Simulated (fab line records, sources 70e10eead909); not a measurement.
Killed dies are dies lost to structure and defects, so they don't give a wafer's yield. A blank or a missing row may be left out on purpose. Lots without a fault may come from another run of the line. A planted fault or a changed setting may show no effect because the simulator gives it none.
A struck lot beside a sound one | flow nand_harc | 15 steps out of a route of 1302
Sound: wafers L483.2, L483.3, L483.4. Struck: wafers L490.3, L490.4, L490.5. The cause comes at the end.
At each step with rows: each side's tool, then ch and its chambers, then its first start. Under that, the readings that differ: sound wafers | struck wafers | difference of the means | sigmas: that difference in standard deviations of wafers without a fault.
alike: readings whose means differ by less than 2 such deviations, and words and numbers that are the same on both sides. not compared: withheld readings, readings that some wafer has no value for, bounds like >300 that may hide the same value, and numbers for which the record gives no deviation and whose values overlap.
The two part at a step that has a row with sigmas, a row that says differs or no value, or rows on one side only. Numbers that don't overlap but have no deviation are shown without sigmas and don't part them. A reading that every wafer of one side lacks parts them only if that side has two wafers or more.

NHARC_A_CHANNEL_HOLE_D1_ETCH_44: etches the open film in CF4/O2, target depth 140 nm, overetch 14 nm, time 77 s.
  sound on rie_diel-07 ch 0,1,3, day 9 13:03; struck on rie_diel-07 ch 0,2,3, day 12 21:19
  alike: drypump_motor_current_A, oes_f_703_au, oes_product_au, rf_vpp_V, showerhead_plenum_p_Torr, throttle_valve_pct
  not compared: rf_hours_counter_h
NHARC_A_CHANNEL_HOLE_D1_STRIP_27: strips in O2.
  sound on rie_diel-07 ch 0,2,3; struck on rie_diel-07 ch 2,3
  alike: drypump_motor_current_A, oes_product_au, rf_vpp_V, showerhead_plenum_p_Torr, throttle_valve_pct
  not compared: rf_hours_counter_h
then, 2 steps without rows for these wafers: NHARC_A_CHANNEL_HOLE_D1_PRECLEAN_28 (cleans in SC1); NHARC_A_CHANNEL_HOLE_D1_SRD_29.
NHARC_A_CHANNEL_HOLE_D1_CD_MEAS_30:
  sound on cd_sem-01, day 9 13:50; struck on cd_sem-03, day 12 22:07
  alike: cd_nm
NHARC_A_CHANNEL_HOLE_D1_XSEM_31:
  sound on xsem-02 ch 0, day 9 13:56; struck on xsem-01 ch 0, day 12 22:12
  reading            | sound          | struck         | difference | sigmas
  tilt_deg (degrees) | 0.17 0.17 0.18 | 0.03 0.03 0.03 | -0.14      | -3
  alike: bot_cd_nm, bow_nm
NHARC_A_CHANNEL_HOLE_D1_INSPECT_40:
  sound on defect_inspect-02, day 9 14:01; struck on defect_inspect-02, day 12 22:17
  reading          | sound    | struck     | difference | sigmas
  raw_defect_count | 63 52 29 | 86 111 111 | +55        | +2
then, 2 steps without rows for these wafers: NHARC_A_CHANNEL_FILL_D1_PRECLEAN_00 (cleans in SC1); NHARC_A_CHANNEL_FILL_D1_SRD_01.
NHARC_A_CHANNEL_FILL_D1_ALD_02: deposits SiO2, target thk 6 nm, pulse time 10 s, ald cycles 60.
  sound on ald_hk-03 ch 0,2,3, day 9 14:13; struck on ald_hk-04 ch 1,2,3, day 12 22:34
  alike: ald_cycles, heater_power_w, precursor_pulse_height_rel
then, 2 steps without rows for these wafers: NHARC_A_CHANNEL_FILL_D1_ALD_03 (deposits SiNx, target thk 6 nm, pulse time 60 s, ald cycles 58); NHARC_A_CHANNEL_FILL_D1_ALD_14 (deposits SiO2, target thk 2.5 nm, pulse time 10 s, ald cycles 25).
NHARC_A_CHANNEL_FILL_D1_ALD_15: deposits SiNx, target thk 2 nm, pulse time 60 s, ald cycles 19.
  sound on ald_sin_batch-01 ch 0, day 10 03:21; struck on ald_sin_batch-01 ch 0, day 13 08:35
  reading    | sound    | struck   | difference | sigmas
  ald_cycles | 19 19 19 | 17 17 17 | -2         |
  alike: precursor_pulse_height_rel
NHARC_A_CHANNEL_FILL_D1_ALD_16: deposits SiO2, target thk 1.5 nm, pulse time 10 s, ald cycles 15.
  sound on ald_hk-02 ch 1,2,3, day 10 05:24; struck on ald_hk-04 ch 0,2,3, day 13 10:40
  alike: ald_cycles, heater_power_w, precursor_pulse_height_rel
then, 1 step without rows for these wafers: NHARC_END_SORT_01.

WHERE THEY PART
First at NHARC_A_CHANNEL_HOLE_D1_XSEM_31; last, within this record, at NHARC_A_CHANNEL_HOLE_D1_INSPECT_40. Later steps at which nothing parts them and some readings are alike: NHARC_A_CHANNEL_FILL_D1_ALD_02, NHARC_A_CHANNEL_FILL_D1_ALD_15, NHARC_A_CHANNEL_FILL_D1_ALD_16.

WHY: what the simulator had put in
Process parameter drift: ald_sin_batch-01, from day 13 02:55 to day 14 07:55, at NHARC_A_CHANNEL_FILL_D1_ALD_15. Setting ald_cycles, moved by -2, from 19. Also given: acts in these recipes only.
